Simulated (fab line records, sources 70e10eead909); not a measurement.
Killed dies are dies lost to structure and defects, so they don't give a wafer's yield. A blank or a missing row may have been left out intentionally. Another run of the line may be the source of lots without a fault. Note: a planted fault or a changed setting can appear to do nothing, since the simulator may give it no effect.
What tool caused it? || flow nand-harc || 13 lots, 39 wafers sampled, at 5 steps of a route of 1159

== WHAT THE GAUGES READ, wafer by wafer ==
NHARC_P_M2_CD_MEAS_09: target cd 170 nm.
{"lot": "L435", "measured": "day 6 20:23", "on": "cd-sem-01", "cd-nm (nm)": "171.3 170.8 170.1"}
{"lot": "L437", "measured": "day 6 22:52", "on": "cd-sem-03", "cd-nm (nm)": "170.2 169.6 169.8"}
{"lot": "L438", "measured": "day 7 05:23", "on": "cd-sem-02", "cd-nm (nm)": "169.3 169.0 168.5"}
{"lot": "L439", "measured": "day 7 06:16", "on": "cd-sem-03", "cd-nm (nm)": "169.7 170.5 171.2"}
{"lot": "L441", "measured": "day 8 04:11", "on": "cd-sem-02", "cd-nm (nm)": "171.2 171.2 170.8"}
{"lot": "L443", "measured": "day 8 08:45", "on": "cd-sem-03", "cd-nm (nm)": "169.6 168.9 170.6"}
{"lot": "L444", "measured": "day 8 15:17", "on": "cd-sem-02", "cd-nm (nm)": "170.9 169.7 170.4"}
{"lot": "L452", "measured": "day 10 14:49", "on": "cd-sem-01", "cd-nm (nm)": "169.1 169.5 169.2"}
{"lot": "L453", "measured": "day 10 21:03", "on": "cd-sem-02", "cd-nm (nm)": "168.9 169.9 168.7"}
{"lot": "L454", "measured": "day 11 06:17", "on": "cd-sem-03", "cd-nm (nm)": "168.1 168.9 169.0"}
{"lot": "L455", "measured": "day 11 12:25", "on": "cd-sem-02", "cd-nm (nm)": "170.7 170.4 170.9"}
{"lot": "L456", "measured": "day 11 13:01", "on": "cd-sem-01", "cd-nm (nm)": "171.1 169.5 170.2"}
{"lot": "L457", "measured": "day 11 16:53", "on": "cd-sem-02", "cd-nm (nm)": "169.4 168.6 168.7"}

NHARC_P_M2_OVL_MEAS_10: pitch 340 nm.
{"lot": "L435", "measured": "day 6 20:28", "on": "overlay-01", "overlay-x-nm (nm)": "0.1 -0.5 -0.7", "overlay-y-nm (nm)": "-0.5 0.1 -0.6"}
{"lot": "L437", "measured": "day 6 22:56", "on": "overlay-01", "overlay-x-nm (nm)": "-0.9 -0.8 -0.7", "overlay-y-nm (nm)": "-0.7 -0.5 -1.4"}
{"lot": "L438", "measured": "day 7 05:29", "on": "overlay-01", "overlay-x-nm (nm)": "-0.2 -0.9 -1.1", "overlay-y-nm (nm)": "-0.1 -0.1 -0.5"}
{"lot": "L439", "measured": "day 7 06:21", "on": "overlay-02", "overlay-x-nm (nm)": "-0.5 -0.6 -0.3", "overlay-y-nm (nm)": "-0.8 -0.5 -0.5"}
{"lot": "L441", "measured": "day 8 04:16", "on": "overlay-01", "overlay-x-nm (nm)": "0.0 0.1 -0.3", "overlay-y-nm (nm)": "-0.7 -0.6 -0.4"}
{"lot": "L443", "measured": "day 8 08:50", "on": "overlay-01", "overlay-x-nm (nm)": "-1.2 -1.5 -1.4", "overlay-y-nm (nm)": "1.7 1.9 2.1"}
{"lot": "L444", "measured": "day 8 15:23", "on": "overlay-02", "overlay-x-nm (nm)": "0.9 1.0 1.1", "overlay-y-nm (nm)": "0.2 0.4 -0.1"}
{"lot": "L452", "measured": "day 10 14:55", "on": "overlay-02", "overlay-x-nm (nm)": "-0.2 0.1 0.2", "overlay-y-nm (nm)": "0.5 0.5 0.5"}
{"lot": "L453", "measured": "day 10 21:08", "on": "overlay-01", "overlay-x-nm (nm)": "1.0 1.2 0.8", "overlay-y-nm (nm)": "-0.7 -0.2 -1.2"}
{"lot": "L454", "measured": "day 11 06:23", "on": "overlay-01", "overlay-x-nm (nm)": "1.2 1.6 2.2", "overlay-y-nm (nm)": "0.4 0.1 0.3"}
{"lot": "L455", "measured": "day 11 12:30", "on": "overlay-01", "overlay-x-nm (nm)": "-0.8 -0.5 -0.5", "overlay-y-nm (nm)": "-2.1 -1.8 -1.5"}
{"lot": "L456", "measured": "day 11 13:07", "on": "overlay-01", "overlay-x-nm (nm)": "1.1 0.9 0.9", "overlay-y-nm (nm)": "1.3 1.2 0.9"}
{"lot": "L457", "measured": "day 11 16:58", "on": "overlay-02", "overlay-x-nm (nm)": "0.9 1.2 0.6", "overlay-y-nm (nm)": "-0.7 -1.5 -1.3"}

NHARC_END_SORT_01.
{"lot": "L435", "measured": "day 19 19:25", "on": "prober-01", "defect-limited-yield (%)": "95.9 95.6 96.2", "killed-at-array": "23 24 19", "killed-at-other": "1 2 1", "killed-at-periphery": "4 4 6", "killed-dies": "28 30 26", "killed-open": "3 4 0", "killed-short": "1 4 1", "sort_bin_2_pct (%)": "0.7 1.6 1.3", "sort_bin_3_pct (%)": "0.15 0.44 0.15", "sort_bin_4_pct (%)": "3.2 2.4 2.4", "sort-n-pass": "649 647 651", "sort-rim-yield-pct (%)": "96 92 94", "sort-yield-pct (%)": "95.9 95.6 96.2"}
{"lot": "L437", "measured": "day 20 03:09", "on": "prober-02", "defect-limited-yield (%)": "98.1 97.0 95.7", "killed-at-array": "12 16 26", "killed-at-other": "0 0 0", "killed-at-periphery": "1 4 3", "killed-dies": "13 20 29", "killed-open": "1 4 4", "killed-short": "0 1 6", "sort_bin_2_pct (%)": "0.1 0.7 1.3", "sort_bin_3_pct (%)": "0.15 0 0.44", "sort_bin_4_pct (%)": "1.6 2.2 2.5", "sort-n-pass": "664 657 648", "sort-rim-yield-pct (%)": "97 96 95", "sort-yield-pct (%)": "98.1 97.0 95.7"}
{"lot": "L438", "measured": "day 20 11:52", "on": "prober-02", "defect-limited-yield (%)": "97.8 98.4 98.1", "killed-at-array": "13 9 11", "killed-at-other": "2 1 0", "killed-at-periphery": "0 1 2", "killed-dies": "15 11 13", "killed-open": "3 1 1", "killed-short": "3 0 2", "sort_bin_2_pct (%)": "1.0 0.4 0.3", "sort_bin_3_pct (%)": "0.15 0 0", "sort_bin_4_pct (%)": "1.0 1.2 1.6", "sort-n-pass": "662 666 664", "sort-rim-yield-pct (%)": "96 99 99", "sort-yield-pct (%)": "97.8 98.4 98.1"}
{"lot": "L439", "measured": "day 20 10:55", "on": "prober-01", "defect-limited-yield (%)": "96.9 96.8 96.0", "killed-at-array": "16 18 24", "killed-at-other": "1 0 0", "killed-at-periphery": "4 4 3", "killed-dies": "21 22 27", "killed-open": "5 5 3", "killed-short": "1 2 1", "sort_bin_2_pct (%)": "1.0 0.7 0.3", "sort_bin_3_pct (%)": "0.15 0.30 0.30", "sort_bin_4_pct (%)": "1.9 2.2 3.4", "sort-n-pass": "656 655 650", "sort-rim-yield-pct (%)": "97 95 95", "sort-yield-pct (%)": "96.9 96.8 96.0"}
{"lot": "L441", "measured": "day 21 08:29", "on": "prober-01", "defect-limited-yield (%)": "94.4 94.7 95.6", "killed-at-array": "33 32 28", "killed-at-other": "0 1 0", "killed-at-periphery": "5 3 2", "killed-dies": "38 36 30", "killed-open": "4 5 1", "killed-short": "4 1 1", "sort_bin_2_pct (%)": "2.5 2.1 0.7", "sort_bin_3_pct (%)": "0.15 0.44 0.15", "sort_bin_4_pct (%)": "3.0 2.8 3.5", "sort-n-pass": "639 641 647", "sort-rim-yield-pct (%)": "91 93 89", "sort-yield-pct (%)": "94.4 94.7 95.6"}
{"lot": "L443", "measured": "day 21 20:15", "on": "prober-02", "defect-limited-yield (%)": "96.6 97.5 97.8", "killed-at-array": "20 14 14", "killed-at-other": "1 2 1", "killed-at-periphery": "2 1 0", "killed-dies": "23 17 15", "killed-open": "2 2 1", "killed-short": "6 6 0", "sort_bin_2_pct (%)": "1.5 1.2 0.4", "sort_bin_3_pct (%)": "0.44 0.15 0.15", "sort_bin_4_pct (%)": "1.5 1.2 1.6", "sort-n-pass": "654 660 662", "sort-rim-yield-pct (%)": "95 99 100", "sort-yield-pct (%)": "96.6 97.5 97.8"}
{"lot": "L444", "measured": "day 22 02:26", "on": "prober-02", "defect-limited-yield (%)": "93.1 94.8 93.8", "killed-at-array": "44 33 40", "killed-at-other": "1 1 0", "killed-at-periphery": "2 1 2", "killed-dies": "47 35 42", "killed-open": "5 1 3", "killed-short": "1 1 0", "sort_bin_2_pct (%)": "1.8 1.6 2.7", "sort_bin_3_pct (%)": "0.59 0.44 0.30", "sort_bin_4_pct (%)": "4.6 3.1 3.2", "sort-n-pass": "630 642 635", "sort-rim-yield-pct (%)": "90 93 89", "sort-yield-pct (%)": "93.1 94.8 93.8"}
{"lot": "L452", "measured": "day 24 18:03", "on": "prober-02", "defect-limited-yield (%)": "94.4 93.9 93.9", "killed-at-array": "11 12 13", "killed-at-other": "0 0 0", "killed-at-periphery": "27 29 28", "killed-dies": "38 41 41", "killed-open": "4 7 4", "killed-short": "3 1 1", "sort_bin_2_pct (%)": "3.7 4.7 4.4", "sort_bin_3_pct (%)": "0 0 0", "sort_bin_4_pct (%)": "1.9 1.3 1.6", "sort-n-pass": "639 636 636", "sort-rim-yield-pct (%)": "94 96 99", "sort-yield-pct (%)": "94.4 93.9 93.9"}
{"lot": "L453", "measured": "day 25 10:31", "on": "prober-01", "defect-limited-yield (%)": "91.7 92.2 91.1", "killed-at-array": "24 30 30", "killed-at-other": "0 0 0", "killed-at-periphery": "32 23 30", "killed-dies": "56 53 60", "killed-open": "1 5 9", "killed-short": "4 1 0", "sort_bin_2_pct (%)": "6.6 4.6 5.3", "sort_bin_3_pct (%)": "0.30 0.59 0.44", "sort_bin_4_pct (%)": "1.3 2.7 3.1", "sort-n-pass": "621 624 617", "sort-rim-yield-pct (%)": "75 77 75", "sort-yield-pct (%)": "91.7 92.2 91.1"}
{"lot": "L454", "measured": "day 25 01:49", "on": "prober-02", "defect-limited-yield (%)": "90.4 89.8 88.6", "killed-at-array": "44 41 54", "killed-at-other": "1 0 0", "killed-at-periphery": "20 28 23", "killed-dies": "65 69 77", "killed-open": "2 7 1", "killed-short": "1 0 1", "sort_bin_2_pct (%)": "5.5 4.6 5.5", "sort_bin_3_pct (%)": "0.30 0.59 0.44", "sort_bin_4_pct (%)": "3.8 5.0 5.5", "sort-n-pass": "612 608 600", "sort-rim-yield-pct (%)": "81 76 72", "sort-yield-pct (%)": "90.4 89.8 88.6"}
{"lot": "L455", "measured": "day 25 10:22", "on": "prober-02", "defect-limited-yield (%)": "92.3 92.8 93.8", "killed-at-array": "43 42 39", "killed-at-other": "0 0 0", "killed-at-periphery": "9 7 3", "killed-dies": "52 49 42", "killed-open": "2 8 8", "killed-short": "1 2 1", "sort_bin_2_pct (%)": "1.8 2.4 2.1", "sort_bin_3_pct (%)": "0.44 0.44 0.30", "sort_bin_4_pct (%)": "5.5 4.4 3.8", "sort-n-pass": "625 628 635", "sort-rim-yield-pct (%)": "86 83 82", "sort-yield-pct (%)": "92.3 92.8 93.8"}
{"lot": "L456", "measured": "day 25 01:59", "on": "prober-01", "defect-limited-yield (%)": "93.9 92.9 93.6", "killed-at-array": "34 38 37", "killed-at-other": "0 0 0", "killed-at-periphery": "7 10 6", "killed-dies": "41 48 43", "killed-open": "3 6 6", "killed-short": "3 1 2", "sort_bin_2_pct (%)": "2.1 2.7 1.6", "sort_bin_3_pct (%)": "0.59 0 0.59", "sort_bin_4_pct (%)": "3.4 4.4 4.1", "sort-n-pass": "636 629 634", "sort-rim-yield-pct (%)": "93 93 95", "sort-yield-pct (%)": "93.9 92.9 93.6"}
{"lot": "L457", "measured": "day 25 18:10", "on": "prober-02", "defect-limited-yield (%)": "95.0 94.4 95.3", "killed-at-array": "32 36 30", "killed-at-other": "0 1 0", "killed-at-periphery": "2 1 2", "killed-dies": "34 38 32", "killed-open": "1 2 1", "killed-short": "1 2 1", "sort_bin_2_pct (%)": "1.5 1.8 1.5", "sort_bin_3_pct (%)": "0.30 0.44 0", "sort_bin_4_pct (%)": "3.2 3.4 3.2", "sort-n-pass": "643 639 645", "sort-rim-yield-pct (%)": "93 94 96", "sort-yield-pct (%)": "95.0 94.4 95.3"}

== EACH LOT AND THE TOOL THAT RAN IT (in order: tool; ch and the chambers of the sampled wafers; start) ==
{"lot": "L435", "NHARC_P_M2_ANNEAL_31": "rtp-anneal-02 ch 0, day 6 22:20", "NHARC_P_BONDPAD_CMP_32": "cmp-04 ch 0,1,2, day 7 00:05"}
{"lot": "L437", "NHARC_P_M2_ANNEAL_31": "rtp-anneal-01 ch 0, day 7 01:12", "NHARC_P_BONDPAD_CMP_32": "cmp-04 ch 1,2,3, day 7 02:59"}
{"lot": "L438", "NHARC_P_M2_ANNEAL_31": "rtp-anneal-02 ch 0, day 7 07:25", "NHARC_P_BONDPAD_CMP_32": "cmp-04 ch 0,1,3, day 7 09:13"}
{"lot": "L439", "NHARC_P_M2_ANNEAL_31": "rtp-anneal-02 ch 0, day 7 08:13", "NHARC_P_BONDPAD_CMP_32": "cmp-01 ch 0,1, day 7 10:02"}
{"lot": "L441", "NHARC_P_M2_ANNEAL_31": "rtp-anneal-02 ch 0, day 8 06:11", "NHARC_P_BONDPAD_CMP_32": "cmp-03 ch 0,1,2, day 8 08:09"}
{"lot": "L443", "NHARC_P_M2_ANNEAL_31": "rtp-anneal-01 ch 0, day 8 10:47", "NHARC_P_BONDPAD_CMP_32": "cmp-03 ch 0,2, day 8 12:40"}
{"lot": "L444", "NHARC_P_M2_ANNEAL_31": "rtp-anneal-02 ch 0, day 8 17:19", "NHARC_P_BONDPAD_CMP_32": "cmp-03 ch 0,1,3, day 8 19:10"}
{"lot": "L452", "NHARC_P_M2_ANNEAL_31": "rtp-anneal-02, day 10 16:58", "NHARC_P_BONDPAD_CMP_32": "cmp-01 ch 0,1, day 10 19:01"}
{"lot": "L453", "NHARC_P_M2_ANNEAL_31": "rtp-anneal-01, day 10 23:07", "NHARC_P_BONDPAD_CMP_32": "cmp-04 ch 0,2, day 11 00:51"}
{"lot": "L454", "NHARC_P_M2_ANNEAL_31": "rtp-anneal-01, day 11 08:15", "NHARC_P_BONDPAD_CMP_32": "cmp-03 ch 1,3, day 11 10:04"}
{"lot": "L455", "NHARC_P_M2_ANNEAL_31": "rtp-anneal-02 ch 0, day 11 15:20", "NHARC_P_BONDPAD_CMP_32": "cmp-01 ch 1,3, day 11 17:14"}
{"lot": "L456", "NHARC_P_M2_ANNEAL_31": "rtp-anneal-01 ch 0, day 11 15:24", "NHARC_P_BONDPAD_CMP_32": "cmp-04 ch 0,3, day 11 17:31"}
{"lot": "L457", "NHARC_P_M2_ANNEAL_31": "rtp-anneal-02 ch 0, day 11 19:22", "NHARC_P_BONDPAD_CMP_32": "cmp-03 ch 1,2,3, day 11 21:07"}
- NHARC_P_M2_ANNEAL_31: time 90 s.
- NHARC_P_BONDPAD_CMP_32: polishes SiCN, target thk 200 nm.

== AS READ BY THE TOOLS THEMSELVES (means over the sampled wafers that have a number; for cases with no such wafer, the mark the record gives instead) ==
NHARC_P_M2_ANNEAL_31.
{"lot": "L435", "tool": "rtp-anneal-02", "anneal-temp-c (C)": 224.96, "anneal-temp-c-max": 226.8, "wafer_temp_C_max": 225.8}
{"lot": "L437", "tool": "rtp-anneal-01", "anneal-temp-c (C)": 225.12, "anneal-temp-c-max": 226.3, "wafer_temp_C_max": 226.3}
{"lot": "L438", "tool": "rtp-anneal-02", "anneal-temp-c (C)": 224.91, "anneal-temp-c-max": 226.8, "wafer_temp_C_max": 226.1}
{"lot": "L439", "tool": "rtp-anneal-02", "anneal-temp-c (C)": 224.93, "anneal-temp-c-max": 226.7, "wafer_temp_C_max": 226.0}
{"lot": "L441", "tool": "rtp-anneal-02", "anneal-temp-c (C)": 225.00, "anneal-temp-c-max": 226.6, "wafer_temp_C_max": 225.9}
{"lot": "L443", "tool": "rtp-anneal-01", "anneal-temp-c (C)": 225.12, "anneal-temp-c-max": 226.2, "wafer_temp_C_max": 226.2}
{"lot": "L444", "tool": "rtp-anneal-02", "anneal-temp-c (C)": 225.06, "anneal-temp-c-max": 226.8, "wafer_temp_C_max": 226.0}
{"lot": "L452", "tool": "rtp-anneal-02", "anneal-temp-c (C)": "-", "anneal-temp-c-max": "-", "wafer_temp_C_max": "-"}
{"lot": "L453", "tool": "rtp-anneal-01", "anneal-temp-c (C)": "-", "anneal-temp-c-max": "-", "wafer_temp_C_max": "-"}
{"lot": "L454", "tool": "rtp-anneal-01", "anneal-temp-c (C)": "-", "anneal-temp-c-max": "-", "wafer_temp_C_max": "-"}
{"lot": "L455", "tool": "rtp-anneal-02", "anneal-temp-c (C)": 224.99, "anneal-temp-c-max": 226.9, "wafer_temp_C_max": 225.8}
{"lot": "L456", "tool": "rtp-anneal-01", "anneal-temp-c (C)": 225.22, "anneal-temp-c-max": 226.2, "wafer_temp_C_max": 226.1}
{"lot": "L457", "tool": "rtp-anneal-02", "anneal-temp-c (C)": 224.97, "anneal-temp-c-max": 226.3, "wafer_temp_C_max": 225.7}

NHARC_P_BONDPAD_CMP_32.
{"lot": "L435", "tool": "cmp-04", "motor-current-A (A)": 12.1, "slurry-flow-ml-min": 149.7}
{"lot": "L437", "tool": "cmp-04", "motor-current-A (A)": 12.8, "slurry-flow-ml-min": 150.0}
{"lot": "L438", "tool": "cmp-04", "motor-current-A (A)": 12.6, "slurry-flow-ml-min": 149.8}
{"lot": "L439", "tool": "cmp-01", "motor-current-A (A)": 12.4, "slurry-flow-ml-min": 150.4}
{"lot": "L441", "tool": "cmp-03", "motor-current-A (A)": 13.8, "slurry-flow-ml-min": 150.3}
{"lot": "L443", "tool": "cmp-03", "motor-current-A (A)": 14.4, "slurry-flow-ml-min": 150.3}
{"lot": "L444", "tool": "cmp-03", "motor-current-A (A)": 12.3, "slurry-flow-ml-min": 150.3}
{"lot": "L452", "tool": "cmp-01", "motor-current-A (A)": 11.4, "slurry-flow-ml-min": 149.8}
{"lot": "L453", "tool": "cmp-04", "motor-current-A (A)": 12.2, "slurry-flow-ml-min": 150.1}
{"lot": "L454", "tool": "cmp-03", "motor-current-A (A)": 10.6, "slurry-flow-ml-min": 149.9}
{"lot": "L455", "tool": "cmp-01", "motor-current-A (A)": 11.2, "slurry-flow-ml-min": 150.3}
{"lot": "L456", "tool": "cmp-04", "motor-current-A (A)": 13.3, "slurry-flow-ml-min": 149.9}
{"lot": "L457", "tool": "cmp-03", "motor-current-A (A)": 12.3, "slurry-flow-ml-min": 150.2}

== THE ANSWER, worked out from the rows above alone ==
Rule: the lots themselves supply what counts as usual. The widest of any qualifying gaps counts: lots, ordered by their means at a reading, are off when they make up no more than a third of the lots, leave a main group of 4 or more, and stand apart from it by 3 or more times the standard deviation of that group's means. A main group whose means are all the same, to the digits that the tables above print for the reading, isn't used. A lot without any number at a reading at which 4 lots or more have one is off too. The other lots that the step has rows for count as sound. Order of review: gauges by route order, followed by the tools' own readings, for which a lot's mean as printed above is used. The first step at which some lot is off is used, and at that step the reading that is off furthest; a lot without a number counts as furthest.
Off, at NHARC_END_SORT_01 on killed-at-periphery: L452, L453, L454. The main group has a mean of 3.4 with a standard deviation of 2.2.
A tool fits if, at a process step before that reading, it ran every lot that is off, and no sound lot after the first of them. Not tried: the gauges at NHARC_END_SORT_01; whatever is off there is also off at NHARC_P_M2_ANNEAL_31, on other tools, and gauge error can't account for it. Of those tried, none fits.

== WHAT THE SIMULATOR PUT IN ==
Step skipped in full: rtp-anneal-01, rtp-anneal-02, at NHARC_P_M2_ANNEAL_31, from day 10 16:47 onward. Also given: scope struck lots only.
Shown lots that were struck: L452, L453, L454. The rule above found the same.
